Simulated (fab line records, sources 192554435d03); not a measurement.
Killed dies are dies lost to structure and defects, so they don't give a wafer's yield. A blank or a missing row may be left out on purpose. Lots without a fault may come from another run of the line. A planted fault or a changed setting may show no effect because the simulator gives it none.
Chamber matching | flow n5_finfet | N5_HKMG_FIN_ETCH_35 on rie_diel-01: 4 sister chambers
The step etches SOC in N2/H2, target depth 215.8 nm, time 243.4 s. 8 wafers are shown with their chamber, then 7 later ones without.

WAFERS WITH THEIR CHAMBER
wafer  | chamber | drypump_motor_current_A (A) | showerhead_plenum_p_Torr (Torr)
L698.6 | 0       | 6.4                         | 2.64
L699.6 | 2       | 5.2                         | 2.60
L702.2 | 1       | 5.7                         | 2.70
L713.3 | 1       | 5.7                         | 2.69
L713.4 | 3       | 6.3                         | 2.61
L713.5 | 2       | 5.2                         | 2.59
L715.1 | 3       | 6.3                         | 2.61
L715.4 | 0       | 6.3                         | 2.62

WAFERS WITHOUT THEIR CHAMBER
wafer  | drypump_motor_current_A (A) | showerhead_plenum_p_Torr (Torr)
L715.5 | 6.3                         | 2.61
L717.2 | 6.3                         | 2.60
L717.3 | 6.3                         | 2.62
L717.6 | 5.7                         | 2.69
L719.2 | 6.3                         | 2.60
L719.3 | 5.3                         | 2.59
L719.5 | 5.7                         | 2.69

WHICH CHAMBER EACH WENT THROUGH
wafer  | from the rows above     | in truth
L715.5 | 3                       | 3
L717.2 | 3                       | 3
L717.3 | can't be placed: 3 or 0 | 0
L717.6 | 1                       | 1
L719.2 | 3                       | 3
L719.3 | 2                       | 2
L719.5 | 1                       | 1
Placed correctly: 6 of 7. Can't be placed from these rows: 1 (the true chamber is among the candidates in 1). Placed wrongly: 0.
How it was worked out, from the rows above alone: a wafer's distance from a chamber is the root of the sum, over the readings, of the square of ((its reading less the chamber's mean) divided by the reading's scatter). The wafer belongs to the nearest chamber; if the next one is less than 2 further off, it can't be placed. A chamber's mean is the mean of its shown wafers. The scatter: the root of (the sum of the squares of (reading less its chamber's mean) over the shown wafers, divided by (wafers less chambers)).
